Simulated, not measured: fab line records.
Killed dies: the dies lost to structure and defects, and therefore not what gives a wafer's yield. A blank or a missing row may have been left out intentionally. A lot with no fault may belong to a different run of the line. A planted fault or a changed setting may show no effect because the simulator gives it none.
Problem report, 8D (eight disciplines) form, completed by code | flow nand harc | the parts of the form that need people (team, actions taken, sign-off) are left out

## 1. WHAT IS WRONG
Mean of rf fwd power W at NHARC_A_BONDPAD_ETCH_12: 695.7 W across 9 wafers in 3 lots; on wafers with no fault it is 496.6 W (standard deviation 1.6). That is +99 or more standard deviations from the usual mean.
The step: etches the open film in CHF3/O2, target depth 220 nm, time 110 s.
Seen first at day 22 19:05 on rie diel-10, wafer L899.1. The record has a number at this step for 21 wafers belonging to 7 lots. Rule for "out", or "out of limits": more than 4 standard deviations from the usual mean. The rest of the wafers with a number are treated as sound.

## 2. WHAT IT IS, AND WHAT IT ISN'T
question                    | is                             | is not
which readings at this step | rf fwd power W, oes product au | drypump motor current A, showerhead plenum p Torr, throttle valve pct
which lots                  | L899, L900, L901               | L882, L885, L890, L892
which wafers of those lots  | all that have a number         | -
read on which tools         | rie diel-10                    | -
when                        | from day 22 19:05              | up to then (12 sound wafers)

## 3. SUSPECTS, AND WHAT RULES EACH OUT
Counting: any tool at a process step up to the reading is kept as a suspect provided that every lot that is out went through it and no sound lot did after the first of them.
- rie diel-10 at NHARC_A_BONDPAD_DESCUM_11 (chemistry O2, time 3 s): kept. It ran every lot that is out, first L899 (day 22 18:54), and no sound lot after that; its last sound lot up to then is L892 (day 20 19:16).
- rie diel-10 at NHARC_A_BONDPAD_ETCH_34 (etches the open film in N2/H2, target depth 60 nm, overetch 18 nm, time 65.91 s): kept. It ran every lot that is out, first L899 (day 22 18:59), and no sound lot after that; its last sound lot up to then is L892 (day 20 19:20).
- rie diel-10 at NHARC_A_BONDPAD_ETCH_12 (etches the open film in CHF3/O2, target depth 220 nm, time 110 s): kept. It ran every lot that is out, first L899 (day 22 19:05), and no sound lot after that; its last sound lot up to then is L892 (day 20 19:26). Out on those wafers are its own readings of oes product au, rf fwd power W.
After the count, these remain: rie diel-10 at NHARC_A_BONDPAD_DESCUM_11, rie diel-10 at NHARC_A_BONDPAD_ETCH_34 and rie diel-10 at NHARC_A_BONDPAD_ETCH_12.

## 4. THE CAUSE (what the simulator had put in)
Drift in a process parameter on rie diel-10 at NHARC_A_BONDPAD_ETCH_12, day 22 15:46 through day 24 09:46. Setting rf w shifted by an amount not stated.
This tool is one of the 3 suspects left after counting.

## 5. SEQUENCE OF EFFECTS, ordered by route
One row per reading whose mean, taken over the struck wafers that have a number, lies over 3 standard deviations from the usual. Only readings whose record carries a usual standard deviation are examined. hours: median over the lots of the time between each lot's start at the first step of this table that gives one and its start at this step. sigmas: the change, counted in usual standard deviations.
hours | step                    | reading        | usual      | on struck wafers | change | sigmas
0     | NHARC_A_BONDPAD_ETCH_12 | oes product au | 0.950 a.u. | 1.196            | +0.246 | +10
0     | NHARC_A_BONDPAD_ETCH_12 | rf fwd power W | 496.6 W    | 695.7            | +199.1 | +99 or more
The process steps in it:
- NHARC_A_BONDPAD_ETCH_12: etches the open film in CHF3/O2, target depth 220 nm, time 110 s.
At these later measuring or inspecting steps, every struck wafer for which the step has a row has a number for every such reading, and none has moved that far: NHARC_A_BONDPAD_CD_MEAS_13, NHARC_END_SORT_01.

## 6. WHAT WOULD HAVE CAUGHT IT SOONER
In this record the first reading out of limits was taken at day 22 19:05, 3 hours after the fault began at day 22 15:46.
